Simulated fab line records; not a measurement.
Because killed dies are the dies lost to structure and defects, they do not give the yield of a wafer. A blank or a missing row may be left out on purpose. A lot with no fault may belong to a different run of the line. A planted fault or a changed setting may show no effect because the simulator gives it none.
Matching of chambers | flow n5Finfet | aldSin-03 running N5_SPACER0_ALD_07: 4 sister chambers
The step deposits SiNx, target thk 2 nm. 4 wafers are shown with their chamber, then 8 later ones without.

## EACH WAFER AND ITS CHAMBER
wafer  | chamber | heaterPowerW (W)
L076.5 | 3       | 760
L086.3 | 0       | 1011
L088.4 | 2       | 830
L089.2 | 1       | 766

## WAFERS WITH NO CHAMBER GIVEN
wafer  | heaterPowerW (W)
L089.3 | 766
L089.5 | 805
L093.2 | 1022
L093.3 | 759
L093.4 | 762
L097.2 | 728
L097.4 | 773
L097.5 | 706

## EACH ONE'S CHAMBER
wafer  | from the rows above          | in truth
L089.3 | can't be placed: 1 or 3      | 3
L089.5 | can't be placed: 2 or 1 or 3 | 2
L093.2 | 0                            | 0
L093.3 | can't be placed: 3 or 1      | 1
L093.4 | can't be placed: 3 or 1      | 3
L097.2 | can't be placed: 3 or 1      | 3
L097.4 | can't be placed: 1 or 3      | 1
L097.5 | can't be placed: 3 or 1      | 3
Correctly placed: 1 of 8. These rows do not allow placing 7 (true chamber among the candidates in 7). 0 placed wrongly.
How it was worked out, from the rows above alone: a wafer's distance from a chamber is the root of the sum, over the readings, of the square of ((its reading less the chamber's mean) divided by the reading's scatter). If the next closest chamber is less than 2 further off than the closest, the wafer can't be placed; otherwise it belongs to the closest. Each chamber's mean is taken over the wafers shown for it. The scatter: root of mean squared gap, hidden wafer to nearest shown wafer, with one shown wafer a chamber.
